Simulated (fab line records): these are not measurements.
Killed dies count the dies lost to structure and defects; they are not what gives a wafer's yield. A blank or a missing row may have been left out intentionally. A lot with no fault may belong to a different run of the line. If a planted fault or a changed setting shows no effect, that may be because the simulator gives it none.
fab line records	flow nand_harc
record: lots: 24	wafers: 72	last_day: 33
route steps=1302 shown P_GATE@190 P_CONTACT@219 P_M0@263
lots untouched by any fault: they come from a run of this same line in which no faults occurred
start_h: start of the lot's first displayed wafer, in hours after the record's first day	wait_h: hours elapsed since this lot's preceding step	" unchanged from the row above	L1.1+2: a row that stands for several wafers	- no value, or no start was given	* or withheld: withheld	< > ~ a bound
route shown NAME@n: NAME is a module with steps in the file, n the number in the route of the first one	usual: the fault-free wafers' mean and standard deviation	same: alike in all rows	chamber/n: place in a boat	sites: each site's reading	_std_site: standard deviation across them	_edge_site: inner sites' mean taken away from outer sites' mean	radius_mm: how far each site lies from the wafer's centre	mask NAME#n: copy n	behind: the most recent tool/chamber to have shaped the wafer	hold: what put the lot on hold/how long, in hours/how the hold closed	device: transistor that didn't switch, given as n, p or np	end of line: at the end of the route, the tests of the same wafers	where a step has no rows: the recipe by itself	killed: the dies lost at the first sort to structure and to defects; this is not the yield of the wafer	map: shows each die of a wafer: x if killed, . if not, _ if none is there
set.NAME: the setting that was run; set.NAME@STEP: the one run at that earlier step	model.NAME: the simulator's own value behind a step, which no gauge read
a sample of lots followed through the steps of the route, with each step as a table and each wafer as a row
services: a tool's chamber out of use, with start hour (start_h, from the record's first day; less than 0 if before it), hours out, and reason
== steps ==
step: NHARC_P_GATE_STRIP_76
recipe: power_w: 1500	temp_c: 250	chemistry: O2
usual: drypump_motor_current_A: 5.63/0.16	heater_power_w: 309/20
lot.wafer	tool	chamber	start_h	wait_h	drypump_motor_current_A	heater_power_w	rf_hours_counter_h
L074.2	plasma_asher-02	0	115.94	0.2	5.75	334	5
L074.4	"	1	"	"	5.70	282	-
L074.3	"	0	"	"	5.80	332	-
L075.1	plasma_asher-02	0	124.29	0.2	5.76	333	7
L075.2	"	1	"	"	5.70	270	7
L075.4	"	0	"	"	5.80	331	-
L076.1	plasma_asher-02	1	129.02	0.2	5.69	275	8
L076.3	"	0	"	"	5.75	340	-
L076.5	"	0	"	"	5.79	342	-
L077.1	plasma_asher-01	0	140.56	0.2	5.36	312	32
L077.4	"	1	"	"	5.63	283	-
L077.3	"	0	"	"	5.37	316	-
L078.1	plasma_asher-01	1	160.90	0.2	5.64	299	35
L078.3	"	0	"	"	5.34	314	-
L078.6	"	0	"	"	5.34	314	-
L079.3	plasma_asher-01	1	161.68	0.2	5.66	286	-
L079.4	"	0	"	"	5.33	319	-
L079.6	"	0	"	"	5.32	317	-
L080.2	plasma_asher-02	0	169.66	0.2	5.75	336	17
L080.4	"	1	"	"	5.66	271	-
L080.5	"	0	"	"	5.75	341	-
L081.1	plasma_asher-02	0	191.26	0.2	5.79	331	21
L081.4	"	0	"	"	5.80	341	-
L081.3	"	1	"	"	5.67	281	-
L082.1	plasma_asher-01	1	196.19	0.2	5.70	323	4
L082.2	"	0	"	"	5.35	311	4
L082.5	"	0	"	"	5.36	301	-
L083.2	plasma_asher-02	0	203.03	0.2	5.79	336	23
L083.4	"	0	"	"	5.76	333	-
L083.5	"	0	"	"	5.75	331	-
L084.1	plasma_asher-01	1	211.17	0.2	5.67	317	6
L084.4	"	0	"	"	5.37	300	-
L084.3	"	1	"	"	5.68	331	-
L085.4	plasma_asher-02	1	223.35	0.2	5.68	280	-
L085.5	"	1	"	"	5.67	280	-
L085.6	"	0	"	"	5.77	326	-
L086.1	plasma_asher-02	0	229.71	0.2	5.78	344	29
L086.2	"	1	"	"	5.69	278	29
L086.4	"	1	"	"	5.69	277	-
L089.3	plasma_asher-01	1	253.87	0.2	5.67	322	-
L089.6	"	1	"	"	5.64	319	-
L089.5	"	0	"	"	5.35	312	-
L088.3	plasma_asher-01	0	254.54	0.2	5.32	303	-
L088.6	"	0	"	"	5.38	310	-
L088.5	"	1	"	"	5.63	312	-
L087.1	plasma_asher-01	1	258.06	0.2	5.68	324	19
L087.3	"	0	"	"	5.36	303	-
L087.6	"	1	"	"	5.67	311	-
L090.4	plasma_asher-01	0	274.37	0.2	5.36	298	-
L090.5	"	0	"	"	5.35	307	-
L090.6	"	1	"	"	5.63	321	-
L091.1	plasma_asher-02	1	282.33	0.2	5.68	297	5
L091.3	"	0	"	"	5.78	341	-
L091.5	"	0	"	"	5.80	337	-
L092.2	plasma_asher-02	0	288.79	0.2	5.80	332	6
L092.4	"	0	"	"	5.81	331	-
L092.6	"	1	"	"	5.70	290	-
L093.3	plasma_asher-02	0	301.75	0.1	5.77	333	-
L093.6	"	1	"	"	5.67	292	-
L093.5	"	0	"	"	5.75	324	-
L095.1	plasma_asher-01	1	317.50	0.2	5.65	318	31
L095.3	"	0	"	"	5.38	301	-
L095.5	"	1	"	"	5.67	316	-
L094.1	plasma_asher-02	0	318.22	0.2	5.78	340	12
L094.3	"	0	"	"	5.81	329	-
L094.4	"	1	"	"	5.70	292	-
L096.1	plasma_asher-02	1	334.74	0.2	5.68	295	15
L096.2	"	0	"	"	5.81	326	15
L096.5	"	0	"	"	5.75	340	-
L097.2	plasma_asher-01	0	339.13	0.2	5.36	307	36
L097.3	"	0	"	"	5.36	308	-
L097.4	"	1	"	"	5.64	322	-
step: NHARC_P_CONTACT_CMP_01
recipe: target_thk_nm: 200	material: SiO2
usual: motor_current_A: 11.9/1.3
lot.wafer	tool	chamber	start_h	wait_h	motor_current_A
L074.2	cmp-03	3	120.95	0.6	9.3
L074.3	"	0	"	"	10.6
L074.4	"	1	"	"	12.5
L075.2	cmp-03	1	129.08	-	11.9
L075.4	"	2	"	"	13.0
L075.1	"	3	"	"	9.5
L076.3	cmp-03	3	133.87	-	9.9
L076.1	"	0	"	"	10.8
L076.5	"	3	"	"	9.3
L077.1	cmp-03	3	145.46	0.6	9.6
L077.4	"	0	"	"	10.8
L077.3	"	1	"	"	12.6
L078.3	cmp-03	3	165.69	-	9.8
L078.1	"	0	"	"	11.0
L078.6	"	1	"	"	12.7
L079.4	cmp-04	0	166.60	-	10.4
L079.3	"	2	"	"	11.4
L079.6	"	3	"	"	11.6
L080.4	cmp-04	1	174.44	-	14.5
L080.2	"	3	"	"	11.8
L080.5	"	2	"	"	11.8
L081.1	cmp-01	0	196.39	-	12.9
L081.3	"	1	"	"	11.8
L081.4	"	3	"	"	11.0
L082.2	cmp-01	1	201.01	-	11.2
L082.1	"	2	"	"	12.5
L082.5	"	0	"	"	13.2
L083.2	cmp-04	3	208.07	-	11.9
L083.4	"	0	"	"	10.4
L083.5	"	0	"	"	10.8
L084.4	cmp-03	1	216.09	-	13.1
L084.3	"	2	"	"	12.2
L084.1	"	3	"	"	9.7
L085.4	cmp-01	3	228.00	-	12.0
L085.5	"	3	"	"	12.1
L085.6	"	0	"	"	13.3
L086.4	cmp-04	2	234.63	-	11.7
L086.1	"	3	"	"	11.2
L086.2	"	0	"	"	10.6
L089.3	cmp-01	3	258.98	-	11.9
L089.6	"	3	"	"	12.3
L089.5	"	0	"	"	13.9
L088.3	cmp-04	1	260.08	-	14.7
L088.6	"	1	"	"	14.4
L088.5	"	2	"	"	11.7
L087.1	cmp-04	1	262.68	-	13.9
L087.3	"	2	"	"	11.6
L087.6	"	1	"	"	14.4
L090.4	cmp-01	2	279.03	-	12.0
L090.5	"	0	"	"	13.1
L090.6	"	1	"	"	12.0
L091.1	cmp-04	2	286.98	-	11.5
L091.3	"	0	"	"	10.5
L091.5	"	3	"	"	11.6
L092.2	cmp-01	1	293.97	-	11.5
L092.4	"	3	"	"	11.9
L092.6	"	0	"	"	13.4
L093.3	cmp-03	0	307.37	-	10.9
L093.6	"	2	"	"	12.9
L093.5	"	3	"	"	9.7
L095.1	cmp-01	2	322.24	-	12.3
L095.3	"	0	"	"	12.2
L095.5	"	3	"	"	11.8
L094.3	cmp-01	3	322.98	-	11.3
L094.1	"	0	"	"	13.3
L094.4	"	2	"	"	12.9
L096.2	cmp-04	1	339.55	-	14.9
L096.1	"	2	"	"	11.5
L096.5	"	0	"	"	10.2
L097.4	cmp-04	2	343.89	-	11.6
L097.3	"	3	"	"	11.8
L097.2	"	1	"	"	13.8
step: NHARC_P_CONTACT_DEGAS_38
recipe: temp_c: 300	time_s: 60
usual: heater_power_w: 457/39
lot.wafer	tool	chamber	start_h	wait_h	heater_power_w
L074.2	pvd_sputter-02	-	123.40	-	448
L074.3	"	-	"	"	536
L074.4	"	-	"	"	452
L075.1	pvd_sputter-02	-	131.72	-	466
L075.2	"	-	"	"	443
L075.4	"	-	"	"	437
L076.1	pvd_sputter-01	-	136.33	-	440
L076.3	"	-	"	"	458
L076.5	"	-	"	"	440
L077.1	pvd_sputter-02	-	147.91	-	452
L077.4	"	-	"	"	529
L077.3	"	-	"	"	451
L078.3	pvd_sputter-03	-	168.12	-	398
L078.1	"	-	"	"	438
L078.6	"	-	"	"	408
L079.3	pvd_sputter-02	-	169.18	-	466
L079.4	"	-	"	"	446
L079.6	"	-	"	"	466
L080.4	pvd_sputter-01	-	177.03	-	437
L080.2	"	-	"	"	451
L080.5	"	-	"	"	423
L081.4	pvd_sputter-03	-	198.98	-	487
L081.3	"	-	"	"	404
L081.1	"	-	"	"	420
L082.2	pvd_sputter-01	-	203.59	-	438
L082.1	"	-	"	"	428
L082.5	"	-	"	"	443
L083.4	pvd_sputter-02	-	210.53	-	533
L083.2	"	-	"	"	462
L083.5	"	-	"	"	521
L084.3	pvd_sputter-01	-	218.60	-	417
L084.1	"	-	"	"	434
L084.4	"	-	"	"	430
L085.4	pvd_sputter-02	-	230.52	-	533
L085.6	"	-	"	"	441
L085.5	"	-	"	"	425
L086.1	pvd_sputter-03	-	237.33	-	412
L086.4	"	-	"	"	466
L086.2	"	-	"	"	522
L089.3	pvd_sputter-02	-	261.58	-	451
L089.5	"	-	"	"	462
L089.6	"	-	"	"	444
L088.3	pvd_sputter-03	-	262.55	-	415
L088.5	"	-	"	"	409
L088.6	"	-	"	"	468
L087.3	pvd_sputter-03	-	265.29	-	413
L087.1	"	-	"	"	461
L087.6	"	-	"	"	521
L090.4	pvd_sputter-02	-	281.58	-	424
L090.6	"	-	"	"	448
L090.5	"	-	"	"	425
L091.3	pvd_sputter-01	-	289.60	-	464
L091.1	"	-	"	"	462
L091.5	"	-	"	"	450
L092.2	pvd_sputter-03	-	296.43	-	534
L092.4	"	-	"	"	419
L092.6	"	-	"	"	412
L093.3	pvd_sputter-02	-	310.39	-	464
L093.6	"	-	"	"	559
L093.5	"	-	"	"	483
L095.3	pvd_sputter-03	-	324.85	-	477
L095.1	"	-	"	"	412
L095.5	"	-	"	"	475
L094.1	pvd_sputter-01	-	325.62	-	429
L094.4	"	-	"	"	461
L094.3	"	-	"	"	437
L096.2	pvd_sputter-01	-	342.15	-	419
L096.1	"	-	"	"	448
L096.5	"	-	"	"	466
L097.4	pvd_sputter-02	-	346.35	-	558
L097.3	"	-	"	"	478
L097.2	"	-	"	"	405
step: NHARC_P_M0_CD_MEAS_09
recipe: target_cd_nm: 90	landing_energy_ev: 500
usual: cd_nm: 90.7/0.64
lot.wafer	tool	chamber	start_h	wait_h	cd_nm
L074.2	cd_sem-03	0	125.80	-	90.0
L074.3	"	0	"	"	89.5
L074.4	"	0	"	"	89.8
L075.1	cd_sem-03	0	134.14	-	90.9
L075.2	"	0	"	"	90.7
L075.4	"	0	"	"	90.9
L076.1	cd_sem-03	0	138.72	-	91.0
L076.3	"	0	"	"	91.4
L076.5	"	0	"	"	91.8
L077.1	cd_sem-02	0	150.18	-	90.8
L077.3	"	0	"	"	90.2
L077.4	"	0	"	"	90.7
L078.1	cd_sem-02	0	170.49	-	90.6
L078.3	"	0	"	"	90.4
L078.6	"	0	"	"	91.8
L079.3	cd_sem-01	0	171.58	-	91.1
L079.4	"	0	"	"	90.6
L079.6	"	0	"	"	91.5
L080.2	cd_sem-02	0	179.55	-	89.9
L080.4	"	0	"	"	91.6
L080.5	"	0	"	"	91.4
L081.1	cd_sem-01	0	201.47	-	91.3
L081.3	"	0	"	"	91.3
L081.4	"	0	"	"	91.4
L082.1	cd_sem-02	0	205.97	-	90.2
L082.2	"	0	"	"	90.0
L082.5	"	0	"	"	90.7
L083.2	cd_sem-02	0	212.95	-	89.8
L083.4	"	0	"	"	91.9
L083.5	"	0	"	"	90.7
L084.1	cd_sem-03	0	221.03	-	90.5
L084.3	"	0	"	"	91.0
L084.4	"	0	"	"	90.0
L085.4	cd_sem-03	0	232.90	-	90.3
L085.5	"	0	"	"	90.1
L085.6	"	0	"	"	90.4
L086.1	cd_sem-03	0	239.72	-	90.9
L086.2	"	0	"	"	91.4
L086.4	"	0	"	"	91.2
L089.3	cd_sem-02	0	263.96	-	89.7
L089.5	"	0	"	"	91.6
L089.6	"	0	"	"	91.5
L088.3	cd_sem-03	0	264.94	-	90.8
L088.5	"	0	"	"	90.8
L088.6	"	0	"	"	90.8
L087.1	cd_sem-03	0	267.61	-	90.4
L087.3	"	0	"	"	90.8
L087.6	"	0	"	"	91.3
L090.4	cd_sem-02	0	284.09	-	90.7
L090.5	"	0	"	"	90.6
L090.6	"	0	"	"	90.0
L091.1	cd_sem-03	0	291.95	-	91.2
L091.3	"	0	"	"	91.2
L091.5	"	0	"	"	91.0
L092.2	cd_sem-01	0	298.82	-	90.5
L092.4	"	0	"	"	89.3
L092.6	"	0	"	"	90.7
L093.3	cd_sem-03	0	312.77	-	91.5
L093.5	"	0	"	"	90.2
L093.6	"	0	"	"	90.0
L095.1	cd_sem-02	0	327.23	-	90.9
L095.3	"	0	"	"	92.5
L095.5	"	0	"	"	91.2
L094.1	cd_sem-02	0	328.02	-	90.7
L094.3	"	0	"	"	90.8
L094.4	"	0	"	"	90.3
L096.1	cd_sem-01	0	344.42	-	90.4
L096.2	"	0	"	"	89.7
L096.5	"	0	"	"	90.4
L097.2	cd_sem-02	0	349.29	-	90.2
L097.3	"	0	"	"	89.5
L097.4	"	0	"	"	90.0
step: NHARC_P_M0_ETCH_15
recipe: target_depth_a: 1500	overetch_a: 150	time_s: 82.5	c4f8_flow_sccm: withheld	ar_flow_sccm: 400	rf_w: 600	bias_w: 300	chemistry: C4F8/Ar
usual: chamber_pressure_mTorr: 25.000/0.023	oes_product_au: 0.964/0.019	rf_vpp_V: 441.6/2.1
lot.wafer	tool	chamber	start_h	wait_h	chamber_pressure_mTorr	oes_product_au	rf_hours_counter_h	rf_vpp_V
L074.2	rie_diel-08	1	-	-	25.012	0.941	21	438.9
L074.4	"	2	"	"	25.046	0.950	22	444.3
L074.3	"	0	"	"	25.027	0.951	19	439.1
L075.2	rie_diel-08	0	-	-	24.989	0.968	20	440.0
L075.4	"	1	"	"	25.008	0.947	22	438.0
L075.1	"	3	"	"	24.953	0.987	19	443.0
L076.3	rie_diel-09	0	-	-	24.996	0.915	44	439.9
L076.1	"	3	"	"	24.997	0.933	49	440.8
L076.5	"	0	"	"	25.002	0.926	-	441.1
L077.1	rie_diel-08	1	-	-	25.064	0.954	25	439.0
L077.4	"	2	"	"	24.994	0.985	26	445.0
L077.3	"	0	"	"	24.985	0.988	23	439.1
L078.1	rie_diel-09	1	-	-	25.033	0.964	5	445.2
L078.3	"	2	"	"	24.985	0.987	5	440.1
L078.6	"	2	"	"	25.010	0.984	-	439.7
L079.3	rie_diel-08	1	-	-	24.992	0.949	28	437.6
L079.4	"	3	"	"	25.030	0.965	24	445.3
L079.6	"	1	"	"	25.038	0.942	-	438.2
L080.4	rie_diel-08	1	-	-	24.983	0.973	29	439.8
L080.2	"	0	"	"	24.972	0.967	26	440.4
L080.5	"	2	"	"	24.972	0.982	-	443.8
L081.3	rie_diel-13	3	-	-	24.998	0.961	10	442.2
L081.4	"	1	"	"	25.001	0.977	9	442.0
L081.1	"	2	"	"	24.987	0.954	10	442.3
L082.1	rie_diel-13	2	-	-	25.012	0.973	11	442.8
L082.2	"	3	"	"	25.004	0.975	10	444.6
L082.5	"	0	"	"	24.981	0.949	-	441.2
L083.2	rie_diel-09	1	-	-	24.992	0.976	17	444.5
L083.4	"	3	"	"	25.010	0.969	18	437.9
L083.5	"	1	"	"	25.011	0.978	-	445.7
L084.1	rie_diel-08	2	-	-	25.031	0.956	4	443.6
L084.3	"	3	"	"	25.002	0.964	5	445.7
L084.4	"	0	"	"	24.979	0.989	5	438.7
L085.4	rie_diel-08	1	-	-	25.008	0.965	6	439.5
L085.6	"	1	"	"	24.983	0.964	-	438.8
L085.5	"	2	"	"	25.006	0.952	-	442.4
L086.1	rie_diel-13	1	-	-	24.984	0.985	22	441.8
L086.2	"	3	"	"	24.971	0.976	19	442.8
L086.4	"	0	"	"	24.991	0.961	22	441.7
L089.3	rie_diel-08	2	-	-	25.016	0.981	10	442.7
L089.6	"	1	"	"	24.994	0.966	-	438.1
L089.5	"	2	"	"	24.969	0.973	-	443.2
L088.3	rie_diel-13	0	-	-	25.020	0.967	27	441.2
L088.5	"	2	"	"	24.979	0.963	-	441.3
L088.6	"	3	"	"	24.985	0.981	-	443.1
L087.1	rie_diel-13	0	-	-	25.015	0.968	27	440.9
L087.3	"	1	"	"	25.015	0.969	28	443.0
L087.6	"	3	"	"	25.020	0.968	-	442.6
L090.4	rie_diel-13	1	-	-	25.005	0.938	33	442.1
L090.5	"	3	"	"	24.973	0.930	-	443.1
L090.6	"	0	"	"	24.975	0.916	-	442.2
L091.3	rie_diel-08	2	-	-	24.988	0.958	14	442.9
L091.1	"	0	"	"	25.030	0.986	15	440.7
L091.5	"	3	"	"	25.032	0.949	-	443.6
L092.4	rie_diel-13	2	-	-	24.989	0.915	40	441.9
L092.2	"	3	"	"	25.040	0.931	34	443.7
L092.6	"	0	"	"	25.026	0.915	-	439.8
L093.3	rie_diel-08	0	-	-	25.024	0.963	21	440.1
L093.6	"	3	"	"	24.976	0.969	-	443.9
L093.5	"	0	"	"	24.985	0.969	-	439.6
L095.1	rie_diel-08	0	-	-	24.993	0.996	25	439.1
L095.3	"	1	"	"	25.010	0.970	23	438.5
L095.5	"	3	"	"	24.978	0.978	-	443.4
L094.4	rie_diel-08	3	-	-	24.992	0.961	25	445.1
L094.1	"	0	"	"	24.963	0.988	25	438.6
L094.3	"	1	"	"	25.022	0.987	24	439.4
L096.2	rie_diel-09	2	-	-	25.029	0.969	6	440.2
L096.1	"	1	"	"	25.016	0.982	7	445.5
L096.5	"	3	"	"	24.990	0.964	-	438.5
L097.2	rie_diel-08	2	-	-	25.004	0.978	28	444.3
L097.4	"	3	"	"	25.009	0.980	29	442.3
L097.3	"	1	"	"	25.007	0.964	28	439.2
step: NHARC_P_M0_CD_MEAS_16
usual: cd_nm: 90.7/0.86
lot.wafer	tool	chamber	start_h	wait_h	cd_nm
L074.2	cd_sem-02	-	126.29	-	89.6
L074.3	"	-	"	"	89.9
L074.4	"	-	"	"	90.2
L075.1	cd_sem-01	-	134.63	-	91.3
L075.2	"	-	"	"	91.3
L075.4	"	-	"	"	91.2
L076.1	cd_sem-02	-	139.25	-	89.9
L076.3	"	-	"	"	91.1
L076.5	"	-	"	"	92.5
L077.1	cd_sem-03	-	150.67	-	90.5
L077.3	"	-	"	"	90.1
L077.4	"	-	"	"	91.1
L078.1	cd_sem-03	-	171.04	-	89.9
L078.3	"	-	"	"	91.6
L078.6	"	-	"	"	91.5
L079.3	cd_sem-01	-	172.06	-	91.4
L079.4	"	-	"	"	90.3
L079.6	"	-	"	"	91.4
L080.2	cd_sem-03	-	180.05	-	89.5
L080.4	"	-	"	"	92.7
L080.5	"	-	"	"	91.5
L081.1	cd_sem-03	-	201.96	-	91.0
L081.3	"	-	"	"	91.6
L081.4	"	-	"	"	90.7
L082.1	cd_sem-02	-	206.45	-	90.1
L082.2	"	-	"	"	89.2
L082.5	"	-	"	"	91.1
L083.2	cd_sem-02	-	213.43	-	90.6
L083.4	"	-	"	"	91.4
L083.5	"	-	"	"	90.5
L084.1	cd_sem-03	-	221.51	-	90.7
L084.3	"	-	"	"	91.0
L084.4	"	-	"	"	90.1
L085.4	cd_sem-03	-	233.39	-	90.1
L085.5	"	-	"	"	89.0
L085.6	"	-	"	"	89.7
L086.1	cd_sem-02	-	240.20	-	91.0
L086.2	"	-	"	"	92.2
L086.4	"	-	"	"	90.6
L089.3	cd_sem-02	-	264.45	-	90.0
L089.5	"	-	"	"	91.7
L089.6	"	-	"	"	91.9
L088.3	cd_sem-03	-	265.42	-	90.4
L088.5	"	-	"	"	90.7
L088.6	"	-	"	"	90.0
L087.1	cd_sem-03	-	268.16	-	90.2
L087.3	"	-	"	"	90.9
L087.6	"	-	"	"	89.5
L090.4	cd_sem-01	-	284.58	-	90.3
L090.5	"	-	"	"	91.6
L090.6	"	-	"	"	89.6
L091.1	cd_sem-01	-	292.45	-	90.7
L091.3	"	-	"	"	91.5
L091.5	"	-	"	"	89.2
L092.2	cd_sem-02	-	299.34	-	90.9
L092.4	"	-	"	"	89.7
L092.6	"	-	"	"	90.9
L093.3	cd_sem-02	-	313.29	-	90.7
L093.5	"	-	"	"	89.4
L093.6	"	-	"	"	91.0
L095.1	cd_sem-01	-	327.72	-	90.8
L095.3	"	-	"	"	94.1
L095.5	"	-	"	"	91.2
L094.1	cd_sem-03	-	328.50	-	91.3
L094.3	"	-	"	"	91.6
L094.4	"	-	"	"	92.2
L096.1	cd_sem-01	-	344.90	-	90.9
L096.2	"	-	"	"	91.2
L096.5	"	-	"	"	90.9
L097.2	cd_sem-02	-	349.78	-	89.3
L097.3	"	-	"	"	90.5
L097.4	"	-	"	"	88.9
== services ==
tool	chamber	start_h	hours	kind
cmp-03	-	99.01	4.0	pm
pvd_sputter-02	-	104.00	10.0	pm
cmp-04	-	111.00	4.0	pm
rie_diel-08	3	115.01	1.2	repair
cmp-03	-	122.60	5.3	repair
cmp-04	-	155.29	2.4	repair
plasma_asher-01	-	165.76	9.0	pm
cmp-01	-	184.40	1.3	repair
cmp-01	-	187.24	4.0	pm
rie_diel-08	-	190.80	9.0	pm
cmp-01	-	192.13	1.8	repair
plasma_asher-01	-	202.61	3.5	repair
pvd_sputter-02	-	202.78	7.2	repair
cmp-04	-	209.00	4.0	pm
cmp-01	-	212.52	1.5	repair
plasma_asher-02	-	249.05	9.0	pm
pvd_sputter-02	-	263.39	3.7	repair
pvd_sputter-02	-	282.00	10.0	pm
cmp-01	-	285.24	4.0	pm
cmp-04	-	307.00	4.0	pm
pvd_sputter-02	-	311.47	1.1	repair
cmp-01	-	319.00	0.9	repair
plasma_asher-02	-	328.89	4.2	repair
plasma_asher-01	-	342.76	9.0	pm
== key ==
fault none
